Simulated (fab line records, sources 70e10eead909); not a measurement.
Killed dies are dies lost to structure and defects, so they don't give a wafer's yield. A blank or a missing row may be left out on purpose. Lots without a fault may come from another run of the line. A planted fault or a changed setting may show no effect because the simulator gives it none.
A struck lot beside a sound one | flow nand_harc | 12 steps out of a route of 1159
Sound: wafers L285.1, L285.2, L285.4. Struck: wafers L280.2, L280.3, L280.5. The cause comes at the end.
At each step with rows: each side's tool, then ch and its chambers, then its first start. Under that, the readings that differ: sound wafers | struck wafers | difference of the means | sigmas: that difference in standard deviations of wafers without a fault.
alike: readings whose means differ by less than 2 such deviations, and words and numbers that are the same on both sides. not compared: withheld readings, readings that some wafer has no value for, bounds like >300 that may hide the same value, and numbers for which the record gives no deviation and whose values overlap.
The two part at a step that has a row with sigmas, a row that says differs or no value, or rows on one side only. Numbers that don't overlap but have no deviation are shown without sigmas and don't part them. A reading that every wafer of one side lacks parts them only if that side has two wafers or more.

NHARC_A_STAIRCASE_STRIP_205: strips in O2.
  sound on plasma_asher-02 ch 0,1, day 14 18:19; struck on plasma_asher-02 ch 0,1, day 13 07:02
  alike: drypump_motor_current_A, heater_power_w
  not compared: rf_hours_counter_h
then, 10 steps without rows for these wafers: NHARC_A_STAIRCASE_STRIP_206 (strips in SPM, time 900 s); NHARC_A_STAIRCASE_PRECLEAN_207 (cleans in SC1); NHARC_A_STAIRCASE_SRD_208; NHARC_A_STAIRCASE_DEHYDRATE_209 (time 120 s); NHARC_A_STAIRCASE_HMDS_210 (time 30 s); NHARC_A_STAIRCASE_COAT_211; NHARC_A_STAIRCASE_SOFTBAKE_212 (time 170 s); NHARC_A_STAIRCASE_EBR_213; NHARC_A_STAIRCASE_EXPOSE_214 (exposes mask STAIR 3); NHARC_A_STAIRCASE_PEB_215 (peb time 130 s).
NHARC_A_STAIRCASE_DEVELOP_216: time 140 s.
  sound on litho_track-02 ch 0, day 14 19:00; struck on litho_track-07, day 13 08:00
  no value came back on the struck wafers for chill_plate_temp_C (C), exhaust_pa (Pa); on the sound wafers chill_plate_temp_C (C) reads 23.14 23.01 23.08

WHERE THEY PART
Only at NHARC_A_STAIRCASE_DEVELOP_216, within this record.

WHY: what the simulator had put in
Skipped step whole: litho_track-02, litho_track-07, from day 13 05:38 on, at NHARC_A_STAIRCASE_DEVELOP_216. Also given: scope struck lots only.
